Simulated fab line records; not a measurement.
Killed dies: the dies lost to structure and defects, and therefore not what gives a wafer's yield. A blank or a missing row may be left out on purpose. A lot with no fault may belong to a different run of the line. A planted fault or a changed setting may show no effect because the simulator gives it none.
fab line records	flow nand_harc
[record] lots = 24	wafers = 72	last_day = 24
route steps=1159 shown P_BONDPAD@374 A_START@389 A_CHANNEL_FILL_D1@495 A_STAIRCASE@566
lots with no fault: from the same line, run without faults
start_h: hours from the record's first day to the start of the lot's first wafer shown	wait_h: time in hours since the lot's previous step	" identical to the entry in the row above	L1.1+2: several wafers, shown together as one row	- value missing, or start not given	* or withheld: withheld	< > ~ a bound
route shown NAME@n: names a module that has steps shown in the file, with the first one's number in the route	usual: mean/standard deviation of fault-free wafers	same: alike in all rows	chamber/n: place in a boat	sites: per-site readings	_std_site: the values' standard deviation	_edge_site: inner sites' mean taken away from outer sites' mean	radius_mm: for every site, how far away it sits from the centre of the wafer	mask NAME#n: copy n	behind: the last tool/chamber to shape the wafer	hold: why the lot was held/for how many hours/how that ended	device: which transistor (n, p or np) failed to switch	end of line: the tests these same wafers got at the end of their route	a step without rows: its recipe alone	killed: the dies lost at the first sort to structure and to defects; this is not the yield of the wafer	map: a wafer's dies, marking killed ones x, the rest . and places with no die _
set.NAME: the setting that was run; set.NAME@STEP: the one run at that earlier step	model.NAME: the simulator's own value behind a step, which no gauge read
a sample of lots followed through the steps of the route, with each step as a table and each wafer as a row
services: a tool's chamber out of use, with start hour (start_h, from the record's first day; less than 0 if before it), hours out, and reason
[[steps]]
[step NHARC_P_BONDPAD_DEGAS_25]
[recipe] temp_c = 300	time_s = 60
[usual] heater_power_w = 465/35
lot.wafer	tool	chamber	start_h	wait_h	heater_power_w
L074.1	pvd_sputter-01	-	143.92	-	464
L074.2	"	-	"	"	566
L074.6	"	-	"	"	450
L075.3	pvd_sputter-02	-	147.96	-	429
L075.1	"	-	"	"	435
L075.5	"	-	"	"	428
L077.4	pvd_sputter-01	-	153.08	-	448
L077.2	"	-	"	"	550
L077.5	"	-	"	"	464
L076.3	pvd_sputter-03	-	153.54	-	485
L076.2	"	-	"	"	488
L076.5	"	-	"	"	415
L078.2	pvd_sputter-03	-	162.39	-	484
L078.6	"	-	"	"	487
L078.5	"	-	"	"	426
L079.4	pvd_sputter-03	-	162.95	-	467
L079.3	"	-	"	"	425
L079.5	"	-	"	"	478
L081.2	pvd_sputter-03	-	173.20	-	476
L081.4	"	-	"	"	484
L081.6	"	-	"	"	423
L080.1	pvd_sputter-02	-	173.71	-	443
L080.4	"	-	"	"	412
L080.5	"	-	"	"	436
L083.3	pvd_sputter-02	-	181.48	-	420
L083.6	"	-	"	"	421
L083.5	"	-	"	"	434
L082.1	pvd_sputter-03	-	181.86	-	423
L082.4	"	-	"	"	491
L082.6	"	-	"	"	481
L084.4	pvd_sputter-01	-	184.29	-	543
L084.2	"	-	"	"	473
L084.5	"	-	"	"	544
L085.3	pvd_sputter-03	-	193.21	-	474
L085.4	"	-	"	"	428
L085.6	"	-	"	"	518
L086.4	pvd_sputter-03	-	209.27	-	480
L086.2	"	-	"	"	480
L086.5	"	-	"	"	490
L087.3	pvd_sputter-03	-	214.12	-	422
L087.1	"	-	"	"	480
L087.2	"	-	"	"	514
L088.2	pvd_sputter-02	-	228.51	-	424
L088.4	"	-	"	"	437
L088.5	"	-	"	"	423
L089.3	pvd_sputter-01	-	229.09	-	542
L089.4	"	-	"	"	455
L089.6	"	-	"	"	538
L091.2	pvd_sputter-01	-	233.43	-	473
L091.1	"	-	"	"	452
L091.5	"	-	"	"	469
L090.2	pvd_sputter-03	-	234.12	-	418
L090.4	"	-	"	"	477
L090.6	"	-	"	"	468
L092.1	pvd_sputter-03	-	237.15	-	475
L092.4	"	-	"	"	488
L092.3	"	-	"	"	423
L093.4	pvd_sputter-03	-	247.59	-	484
L093.2	"	-	"	"	517
L093.5	"	-	"	"	431
L095.2	pvd_sputter-02	-	254.70	-	416
L095.6	"	-	"	"	437
L095.5	"	-	"	"	438
L096.3	pvd_sputter-03	-	255.61	-	474
L096.1	"	-	"	"	428
L096.5	"	-	"	"	477
L094.3	pvd_sputter-01	-	257.14	-	457
L094.4	"	-	"	"	537
L094.5	"	-	"	"	466
L097.1	pvd_sputter-01	-	269.97	-	456
L097.2	"	-	"	"	547
L097.5	"	-	"	"	465
[step NHARC_A_START_INSPECT_01]
[usual] raw_defect_count = 3.4/1.9
lot.wafer	tool	chamber	start_h	wait_h	raw_defect_count
L074.1	defect_inspect-02	-	146.05	-	6
L074.2	"	-	"	"	2
L074.6	"	-	"	"	4
L075.1	defect_inspect-01	-	150.10	-	2
L075.3	"	-	"	"	4
L075.5	"	-	"	"	7
L077.2	defect_inspect-02	-	155.14	-	3
L077.4	"	-	"	"	4
L077.5	"	-	"	"	2
L076.2	defect_inspect-02	-	155.74	-	3
L076.3	"	-	"	"	2
L076.5	"	-	"	"	4
L078.2	defect_inspect-01	-	164.49	-	2
L078.5	"	-	"	"	9
L078.6	"	-	"	"	3
L079.3	defect_inspect-02	-	165.07	-	3
L079.4	"	-	"	"	3
L079.5	"	-	"	"	1
L081.2	defect_inspect-01	-	175.31	-	3
L081.4	"	-	"	"	3
L081.6	"	-	"	"	3
L080.1	defect_inspect-02	-	175.82	-	3
L080.4	"	-	"	"	3
L080.5	"	-	"	"	3
L083.3	defect_inspect-01	-	183.60	-	2
L083.5	"	-	"	"	1
L083.6	"	-	"	"	2
L082.1	defect_inspect-02	-	184.19	-	9
L082.4	"	-	"	"	1
L082.6	"	-	"	"	4
L084.2	defect_inspect-02	-	186.39	-	5
L084.4	"	-	"	"	2
L084.5	"	-	"	"	2
L085.3	defect_inspect-02	-	195.41	-	1
L085.4	"	-	"	"	3
L085.6	"	-	"	"	4
L086.2	defect_inspect-02	-	211.39	-	3
L086.4	"	-	"	"	2
L086.5	"	-	"	"	6
L087.1	defect_inspect-02	-	216.24	-	3
L087.2	"	-	"	"	4
L087.3	"	-	"	"	2
L088.2	defect_inspect-02	-	231.11	-	4
L088.4	"	-	"	"	5
L088.5	"	-	"	"	3
L089.3	defect_inspect-01	-	231.59	-	4
L089.4	"	-	"	"	4
L089.6	"	-	"	"	5
L091.1	defect_inspect-02	-	235.53	-	6
L091.2	"	-	"	"	2
L091.5	"	-	"	"	2
L090.2	defect_inspect-01	-	236.20	-	5
L090.4	"	-	"	"	4
L090.6	"	-	"	"	7
L092.1	defect_inspect-01	-	239.26	-	3
L092.3	"	-	"	"	5
L092.4	"	-	"	"	5
L093.2	defect_inspect-01	-	249.68	-	3
L093.4	"	-	"	"	0
L093.5	"	-	"	"	5
L095.2	defect_inspect-01	-	256.89	-	3
L095.5	"	-	"	"	3
L095.6	"	-	"	"	3
L096.1	defect_inspect-01	-	257.80	-	5
L096.3	"	-	"	"	3
L096.5	"	-	"	"	2
L094.3	defect_inspect-02	-	259.37	-	0
L094.4	"	-	"	"	1
L094.5	"	-	"	"	5
L097.1	defect_inspect-01	-	272.06	-	5
L097.2	"	-	"	"	3
L097.5	"	-	"	"	1
[step NHARC_A_CHANNEL_FILL_D1_ALD_15]
[recipe] target_thk_a = 20	pulse_time_s = 60	ald_cycles = 19	temp_c = 630	pressure_torr = 2	material = SiNx
[usual] precursor_pulse_height_rel = 1.001/0.019
lot.wafer	tool	chamber	start_h	wait_h	precursor_pulse_height_rel
L074.1	ald_sin_batch-01	0	-	-	0.971
L074.2	"	0	"	"	0.973
L074.6	"	0	"	"	1.014
L075.1	ald_sin_batch-01	0	-	-	1.017
L075.3	"	0	"	"	1.006
L075.5	"	0	"	"	1.023
L076.2	ald_sin_batch-01	0	-	-	1.003
L076.3	"	0	"	"	1.018
L076.5	"	0	"	"	1.005
L077.2	ald_sin_batch-01	0	-	-	1.011
L077.4	"	0	"	"	0.961
L077.5	"	0	"	"	0.971
L078.2	ald_sin_batch-01	0	-	-	1.015
L078.5	"	0	"	"	1.015
L078.6	"	0	"	"	1.002
L079.3	ald_sin_batch-01	0	-	-	1.005
L079.4	"	0	"	"	0.985
L079.5	"	0	"	"	1.030
L080.1	ald_sin_batch-01	0	-	-	1.026
L080.4	"	0	"	"	1.024
L080.5	"	0	"	"	0.991
L081.2	ald_sin_batch-01	0	-	-	1.001
L081.4	"	0	"	"	1.003
L081.6	"	0	"	"	0.973
L082.1	ald_sin_batch-03	0	-	-	1.007
L082.4	"	0	"	"	1.019
L082.6	"	0	"	"	1.000
L083.3	ald_sin_batch-01	0	245.63	2.9	1.000
L083.5	"	0	"	"	1.030
L083.6	"	0	"	"	0.993
L084.2	ald_sin_batch-01	0	-	-	0.993
L084.4	"	0	"	"	1.021
L084.5	"	0	"	"	0.992
L085.3	ald_sin_batch-02	0	-	-	1.003
L085.4	"	0	"	"	1.003
L085.6	"	0	"	"	1.007
L086.2	ald_sin_batch-02	0	-	-	1.007
L086.4	"	0	"	"	0.975
L086.5	"	0	"	"	1.002
L087.1	ald_sin_batch-02	0	-	-	1.012
L087.2	"	0	"	"	1.009
L087.3	"	0	"	"	0.987
L088.2	ald_sin_batch-02	0	-	-	1.006
L088.4	"	0	"	"	0.963
L088.5	"	0	"	"	1.005
L089.3	ald_sin_batch-02	0	-	-	0.994
L089.4	"	0	"	"	1.014
L089.6	"	0	"	"	1.006
L090.2	ald_sin_batch-01	0	-	-	1.029
L090.4	"	0	"	"	1.027
L090.6	"	0	"	"	1.021
L091.1	ald_sin_batch-01	0	-	-	1.024
L091.2	"	0	"	"	1.022
L091.5	"	0	"	"	1.010
L092.1	ald_sin_batch-03	0	-	-	1.003
L092.3	"	0	"	"	1.003
L092.4	"	0	"	"	1.015
L093.2	ald_sin_batch-02	0	-	-	1.005
L093.4	"	0	"	"	0.990
L093.5	"	0	"	"	1.000
L096.1	ald_sin_batch-02	0	-	-	0.996
L096.3	"	0	"	"	0.983
L096.5	"	0	"	"	1.017
L094.3	ald_sin_batch-01	0	-	-	1.007
L094.4	"	0	"	"	0.982
L094.5	"	0	"	"	1.028
L095.2	ald_sin_batch-01	0	-	-	0.997
L095.5	"	0	"	"	1.001
L095.6	"	0	"	"	0.986
L097.1	ald_sin_batch-02	0	-	-	0.999
L097.2	"	0	"	"	1.048
L097.5	"	0	"	"	0.994
[step NHARC_A_CHANNEL_FILL_D1_ALD_25]
[recipe] target_thk_a = 600	pulse_time_s = 10	ald_cycles = 600	temp_c = 300	material = SiOx
[usual] heater_power_w = 474/43	precursor_pulse_height_rel = 1.000/0.02
lot.wafer	tool	chamber	start_h	wait_h	heater_power_w	precursor_pulse_height_rel	since_wet_clean_h
L074.1	ald_hk-04	0	231.92	0.2	443	0.994	36
L074.2	"	2	233.17	1.5	457	0.982	37
L074.6	"	0	234.41	2.7	445	1.002	-
L075.1	ald_hk-02	2	232.99	1.3	572	1.004	119
L075.3	"	3	"	"	453	1.016	120
L075.5	"	1	234.85	3.2	513	0.971	-
L076.2	ald_hk-04	2	238.62	0.1	457	0.995	43
L076.3	"	0	239.86	1.3	448	1.000	44
L076.5	"	3	241.73	3.2	483	0.949	-
L077.2	ald_hk-02	2	238.70	0.1	571	1.028	125
L077.4	"	3	"	"	457	1.011	125
L077.5	"	3	241.75	3.2	468	0.972	-
L079.4	ald_hk-02	3	249.64	1.3	461	0.996	136
L079.3	"	0	"	"	460	0.992	136
L079.5	"	2	251.51	3.2	591	1.016	-
L078.2	ald_hk-01	0	250.94	2.6	439	0.983	12
L078.5	"	2	253.45	5.1	402	1.054	-
L078.6	"	3	254.70	6.3	511	1.013	-
L080.4	ald_hk-02	3	259.91	0.7	441	0.979	146
L080.1	"	1	261.14	1.9	502	1.011	147
L080.5	"	2	"	"	571	0.996	-
L081.4	ald_hk-04	2	259.93	0.7	452	0.960	64
L081.2	"	0	261.17	1.9	451	0.977	65
L081.6	"	2	262.41	3.2	452	0.993	-
L082.4	ald_hk-04	1	268.24	0.1	461	1.008	72
L082.1	"	0	270.09	1.9	451	1.020	74
L082.6	"	1	"	"	464	0.965	-
L083.3	ald_hk-01	3	268.88	0.7	511	0.990	30
L083.5	"	2	270.78	2.6	417	0.995	-
L083.6	"	3	"	"	504	0.985	-
L084.4	ald_hk-02	3	269.94	1.7	454	1.011	156
L084.2	"	1	271.16	3.0	514	0.997	157
L084.5	"	3	272.38	4.2	467	0.994	-
L085.4	ald_hk-02	1	280.07	0.0	515	0.966	166
L085.3	"	3	281.31	1.3	472	1.031	167
L085.6	"	1	282.54	2.5	520	1.019	-
L086.4	ald_hk-02	1	301.47	0.0	489	0.994	9
L086.2	"	3	302.70	1.3	447	0.975	10
L086.5	"	1	303.94	2.5	489	0.996	-
L087.1	ald_hk-04	0	301.47	0.1	447	0.989	105
L087.3	"	2	302.73	1.3	465	1.023	107
L087.2	"	3	"	"	479	0.986	107
L089.4	ald_hk-02	3	314.90	0.0	449	0.975	22
L089.3	"	1	316.14	1.3	487	1.025	24
L089.6	"	0	318.00	3.2	481	1.018	-
L088.2	ald_hk-01	1	314.90	0.1	426	1.028	76
L088.4	"	0	316.71	1.9	445	0.969	78
L088.5	"	2	317.92	3.1	407	1.018	-
L091.1	ald_hk-02	2	321.56	0.1	529	1.055	29
L091.2	"	0	322.79	1.3	488	1.024	30
L091.5	"	2	324.03	2.5	526	0.999	-
L090.4	ald_hk-01	0	322.26	0.8	447	0.986	84
L090.2	"	1	"	"	414	1.031	84
L090.6	"	3	324.15	2.6	517	1.006	-
L092.1	ald_hk-02	0	330.47	0.1	478	1.021	38
L092.4	"	1	"	"	471	0.997	39
L092.3	"	2	"	"	540	0.990	39
L093.4	ald_hk-01	3	341.52	0.1	516	0.998	103
L093.2	"	0	342.75	1.3	440	0.977	104
L093.5	"	3	346.43	5.0	507	1.026	-
L095.2	ald_hk-02	1	342.14	0.7	493	1.002	50
L095.6	"	0	344.00	2.5	483	1.006	-
L095.5	"	1	"	"	467	0.982	-
L096.1	ald_hk-04	0	342.76	1.3	440	1.005	147
L096.3	"	1	"	"	466	0.995	147
L096.5	"	2	"	"	468	1.001	-
L094.4	ald_hk-04	3	345.23	3.8	475	0.986	149
L094.3	"	1	346.45	5.0	460	0.997	150
L094.5	"	0	348.27	6.8	443	1.033	-
L097.1	ald_hk-01	1	358.07	0.1	421	0.988	120
L097.2	"	0	359.92	1.9	447	1.005	121
L097.5	"	1	"	"	421	1.029	-
[step NHARC_A_STAIRCASE_STRIP_175]
[recipe] power_w = 1500	temp_c = 250	chemistry = O2
[usual] drypump_motor_current_A = 6.01/0.23	heater_power_w = 347/20
lot.wafer	tool	chamber	start_h	wait_h	drypump_motor_current_A	heater_power_w	rf_hours_counter_h
L074.2	plasma_asher-01	0	249.25	0.1	5.87	335	48
L074.1	"	1	"	"	6.26	347	48
L074.6	"	0	"	"	5.87	337	-
L075.1	plasma_asher-02	1	249.48	0.2	5.65	322	20
L075.3	"	1	"	"	5.64	325	-
L075.5	"	0	"	"	6.13	396	-
L076.2	plasma_asher-01	1	255.75	0.1	6.30	357	50
L076.3	"	1	"	"	6.31	359	-
L076.5	"	0	"	"	5.90	339	-
L077.2	plasma_asher-01	0	256.57	0.1	5.87	344	51
L077.4	"	0	"	"	5.85	330	-
L077.5	"	0	"	"	5.89	342	-
L079.3	plasma_asher-01	1	268.00	0.2	6.32	350	-
L079.4	"	0	"	"	5.86	335	-
L079.5	"	0	"	"	5.86	338	-
L078.2	plasma_asher-01	0	269.60	0.1	5.87	328	56
L078.5	"	0	"	"	5.85	334	-
L078.6	"	1	"	"	6.26	358	-
L081.2	plasma_asher-02	1	277.18	0.7	5.66	326	29
L081.4	"	1	"	"	5.64	328	-
L081.6	"	1	"	"	5.62	335	-
L080.1	plasma_asher-02	0	277.70	0.6	6.10	385	30
L080.4	"	1	"	"	5.67	325	-
L080.5	"	1	"	"	5.67	315	-
L084.2	plasma_asher-01	0	287.12	0.2	5.85	347	1
L084.4	"	0	"	"	5.88	350	-
L084.5	"	1	"	"	6.28	328	-
L082.1	plasma_asher-02	1	287.19	0.2	5.66	318	36
L082.4	"	1	"	"	5.64	324	-
L082.6	"	1	"	"	5.65	325	-
L083.3	plasma_asher-01	1	288.29	0.2	6.22	334	-
L083.5	"	1	"	"	6.27	330	-
L083.6	"	0	"	"	5.85	340	-
L085.3	plasma_asher-01	0	298.47	0.2	5.86	350	-
L085.4	"	1	"	"	6.27	345	-
L085.6	"	0	"	"	5.86	349	-
L086.2	plasma_asher-02	0	319.45	0.1	6.15	378	46
L086.4	"	0	"	"	6.12	393	-
L086.5	"	1	"	"	5.68	329	-
L087.2	plasma_asher-02	0	325.87	0.2	6.12	394	47
L087.1	"	1	"	"	5.68	324	47
L087.3	"	0	"	"	6.14	389	-
L089.3	plasma_asher-02	0	332.21	0.2	6.10	390	-
L089.4	"	1	"	"	5.65	331	-
L089.6	"	1	"	"	5.65	320	-
L088.2	plasma_asher-01	0	332.46	0.1	5.83	341	13
L088.4	"	0	"	"	5.87	346	-
L088.5	"	0	"	"	5.86	360	-
L090.2	plasma_asher-01	1	339.05	0.1	6.28	335	15
L090.4	"	1	"	"	6.36	340	-
L090.6	"	1	"	"	6.33	332	-
L091.2	plasma_asher-01	1	339.63	0.1	6.31	338	16
L091.1	"	0	"	"	5.87	353	16
L091.5	"	1	"	"	6.29	341	-
L092.1	plasma_asher-01	1	347.98	0.1	6.28	328	19
L092.4	"	0	"	"	5.87	344	-
L092.3	"	1	"	"	6.22	334	-
L095.2	plasma_asher-02	0	359.22	0.1	6.09	380	58
L095.6	"	1	"	"	5.67	328	-
L095.5	"	0	"	"	6.11	382	-
L096.1	plasma_asher-01	1	359.36	0.1	6.27	328	22
L096.3	"	1	"	"	6.25	332	-
L096.5	"	1	"	"	6.29	333	-
L093.2	plasma_asher-01	0	364.12	0.1	5.86	356	24
L093.4	"	0	"	"	5.87	352	-
L093.5	"	0	"	"	5.87	349	-
L094.4	plasma_asher-01	1	365.93	0.4	6.28	331	-
L094.3	"	0	"	"	5.89	350	-
L094.5	"	0	"	"	5.88	346	-
L097.1	plasma_asher-01	1	376.22	0.1	6.26	331	34
L097.2	"	0	"	"	5.89	349	34
L097.5	"	0	"	"	5.86	332	-
[step NHARC_A_STAIRCASE_TRIM_187]
[recipe] time_s = 211.2	o2_flow_sccm = 500	ar_flow_sccm = 0	bias_w = 0	chemistry = O2
[usual] chamber_pressure_mTorr = 60.00/0.055	drypump_motor_current_A = 5.5/0.47	oes_product_au = 1.003/0.0099	rf_vpp_V = 57.8/0.87	showerhead_plenum_p_Torr = 3.53/0.17	throttle_valve_pct = 17.036/0.0081
lot.wafer	tool	chamber	start_h	wait_h	chamber_pressure_mTorr	drypump_motor_current_A	oes_product_au	rf_hours_counter_h	rf_vpp_V	showerhead_plenum_p_Torr	throttle_valve_pct
L074.2	rie_diel-09	0	250.87	0.1	59.96	6.4	0.987	57	57.3	3.62	17.031
L074.1	"	2	"	"	59.98	5.6	0.993	54	58.3	3.64	17.032
L074.6	"	0	"	"	60.02	6.4	0.992	-	58.8	3.62	17.040
L075.1	rie_diel-04	3	251.04	0.1	60.04	6.2	0.997	49	57.4	3.28	17.037
L075.3	"	1	"	"	59.98	5.1	1.008	43	56.6	3.37	17.038
L075.5	"	0	"	"	60.02	5.7	1.016	-	57.3	3.45	17.051
L076.2	rie_diel-04	2	257.18	0.1	59.99	5.7	1.005	49	58.9	3.61	17.036
L076.3	"	1	"	"	59.98	5.1	1.007	46	59.3	3.37	17.034
L076.5	"	3	"	"	59.97	6.3	0.993	-	57.0	3.28	17.044
L077.2	rie_diel-04	3	258.12	0.1	59.92	6.3	1.005	52	58.9	3.28	17.029
L077.4	"	1	"	"	60.00	5.1	1.001	46	55.9	3.37	17.030
L077.5	"	0	"	"	60.03	5.7	1.004	-	57.9	3.45	17.030
L079.3	rie_diel-03	3	269.40	0.1	59.90	5.3	0.987	21	57.6	3.32	17.047
L079.4	"	1	"	"	60.08	4.7	1.010	17	58.5	3.68	17.036
L079.5	"	3	"	"	59.99	5.3	0.986	-	58.6	3.32	17.032
L078.2	rie_diel-09	3	271.22	0.1	59.97	5.6	1.008	3	58.6	3.71	17.028
L078.5	"	2	"	"	59.99	5.6	0.997	-	57.8	3.64	17.029
L078.6	"	3	"	"	60.12	5.6	1.020	-	58.7	3.71	17.035
L081.2	rie_diel-04	3	278.75	0.1	60.02	6.3	0.997	62	56.7	3.28	17.022
L081.4	"	2	"	"	59.97	5.7	0.999	58	57.5	3.60	17.029
L081.6	"	3	"	"	60.03	6.3	0.997	-	57.8	3.28	17.046
L080.1	rie_diel-03	2	279.22	0.1	60.03	5.2	1.000	21	58.1	3.76	17.036
L080.4	"	0	"	"	60.01	5.8	0.984	-	58.0	3.59	17.044
L080.5	"	2	"	"	59.92	5.2	1.009	-	56.5	3.76	17.041
L084.4	rie_diel-04	0	288.63	0.1	59.99	5.8	1.004	60	58.7	3.44	17.044
L084.2	"	1	"	"	59.95	5.2	1.014	58	57.8	3.36	17.036
L084.5	"	3	"	"	59.98	6.2	1.007	-	56.0	3.27	17.029
L082.1	rie_diel-09	1	288.77	0.1	59.93	5.0	1.001	9	57.0	3.32	17.043
L082.4	"	0	"	"	60.02	6.4	0.986	10	58.1	3.61	17.033
L082.6	"	2	"	"	59.92	5.6	0.996	-	58.8	3.63	17.025
L083.3	rie_diel-09	3	289.83	0.1	60.05	5.6	1.006	10	58.0	3.70	17.052
L083.5	"	1	"	"	60.06	5.0	0.996	-	56.9	3.32	17.032
L083.6	"	2	"	"	59.97	5.6	1.002	-	57.6	3.63	17.040
L085.4	rie_diel-04	2	299.86	0.1	60.01	5.7	1.018	0	57.7	3.60	17.047
L085.3	"	0	"	"	60.04	5.7	0.991	0	57.8	3.44	17.050
L085.6	"	2	"	"	59.91	5.7	1.022	-	57.0	3.60	17.057
L086.4	rie_diel-04	2	321.08	0.1	59.98	5.7	1.009	6	56.5	3.60	17.047
L086.2	"	3	"	"	59.96	6.2	1.000	7	59.1	3.80	17.030
L086.5	"	2	"	"	59.88	5.8	1.008	-	58.2	3.60	17.040
L087.2	rie_diel-03	2	327.66	0.3	60.10	5.2	0.992	39	56.5	3.75	17.050
L087.1	"	3	"	"	60.01	5.3	1.006	36	57.1	3.31	17.023
L087.3	"	3	"	"	59.99	5.3	1.005	-	57.0	3.31	17.034
L089.3	rie_diel-03	3	333.82	0.1	59.98	5.3	0.993	-	56.5	3.31	17.036
L089.4	"	1	"	"	60.00	4.7	1.017	-	57.1	3.68	17.035
L089.6	"	3	"	"	59.97	5.3	0.995	-	56.3	3.31	17.035
L088.2	rie_diel-09	3	334.01	0.1	59.97	5.6	1.004	29	58.4	3.69	17.024
L088.4	"	0	"	"	59.90	6.4	0.982	28	57.8	3.60	17.030
L088.5	"	3	"	"	60.14	5.6	1.001	-	59.4	3.69	17.043
L090.2	rie_diel-03	1	340.65	0.1	59.93	4.7	1.011	35	59.0	3.67	17.022
L090.4	"	2	"	"	60.07	5.2	0.996	-	59.6	3.75	17.042
L090.6	"	1	"	"	60.05	4.7	0.999	-	57.7	3.67	17.032
L091.2	rie_diel-09	2	341.30	0.1	60.08	5.6	0.995	31	57.6	3.62	17.040
L091.1	"	3	"	"	59.98	5.6	1.004	33	58.8	3.69	17.039
L091.5	"	0	"	"	59.92	6.4	0.991	-	58.6	3.60	17.024
L092.1	rie_diel-03	2	349.57	0.1	60.06	5.2	0.994	44	59.1	3.75	17.024
L092.3	"	3	"	"	59.97	5.3	0.998	46	57.1	3.31	17.040
L092.4	"	1	"	"	60.02	4.8	1.017	-	57.8	3.67	17.021
L095.2	rie_diel-03	3	360.84	0.1	59.86	5.3	0.991	51	56.4	3.31	17.032
L095.6	"	1	"	"	60.02	4.7	1.007	-	58.6	3.67	17.035
L095.5	"	2	"	"	59.95	5.3	0.991	-	57.4	3.74	17.041
L096.1	rie_diel-04	3	360.96	0.1	59.97	6.3	1.009	24	60.2	3.79	17.056
L096.3	"	0	"	"	60.03	5.7	1.005	22	57.2	3.43	17.046
L096.5	"	3	"	"	60.07	6.2	1.004	-	58.5	3.79	17.042
L093.2	rie_diel-09	2	365.70	0.1	59.95	5.6	1.004	42	58.1	3.62	17.034
L093.4	"	3	"	"	60.04	5.6	0.999	44	58.6	3.68	17.040
L093.5	"	0	"	"	59.98	6.4	0.995	-	57.3	3.59	17.029
L094.3	rie_diel-03	1	367.68	0.2	60.00	4.7	0.993	48	58.1	3.67	17.046
L094.4	"	1	"	"	60.07	4.8	0.992	-	56.4	3.67	17.051
L094.5	"	2	"	"	59.93	5.3	0.989	-	58.2	3.74	17.042
L097.2	rie_diel-09	3	377.84	0.1	59.97	5.6	1.010	48	57.9	3.68	17.046
L097.1	"	2	"	"	59.94	5.6	1.004	46	58.2	3.61	17.044
L097.5	"	0	"	"	60.05	6.4	1.000	-	57.6	3.59	17.021
[[services]]
tool	chamber	start_h	hours	kind
pvd_sputter-03	-	121.23	1.4	repair
ald_sin_batch-01	-	124.92	31.2	repair
plasma_asher-01	-	140.36	1.9	repair
rie_diel-04	2	141.44	6.3	repair
rie_diel-03	-	167.17	1.2	repair
ald_sin_batch-02	-	174.18	10.6	repair
plasma_asher-02	-	183.00	9.0	pm
rie_diel-04	0	201.75	5.7	repair
rie_diel-03	2	209.91	12.3	repair
rie_diel-03	-	215.33	9.0	pm
rie_diel-09	3	216.37	5.0	repair
rie_diel-04	1	221.44	12.1	repair
pvd_sputter-03	-	227.85	3.2	repair
rie_diel-03	-	241.52	0.1	repair
rie_diel-09	-	254.10	9.0	pm
plasma_asher-01	-	276.36	9.0	pm
rie_diel-03	1	277.25	7.0	repair
pvd_sputter-03	-	280.00	10.0	pm
rie_diel-03	3	309.67	6.2	repair
rie_diel-03	1	312.57	18.9	repair
plasma_asher-02	-	332.86	4.0	repair
rie_diel-03	-	333.37	0.1	repair
rie_diel-09	1	339.50	1.9	repair
rie_diel-09	0	353.43	2.7	repair
[[key]]
fault none
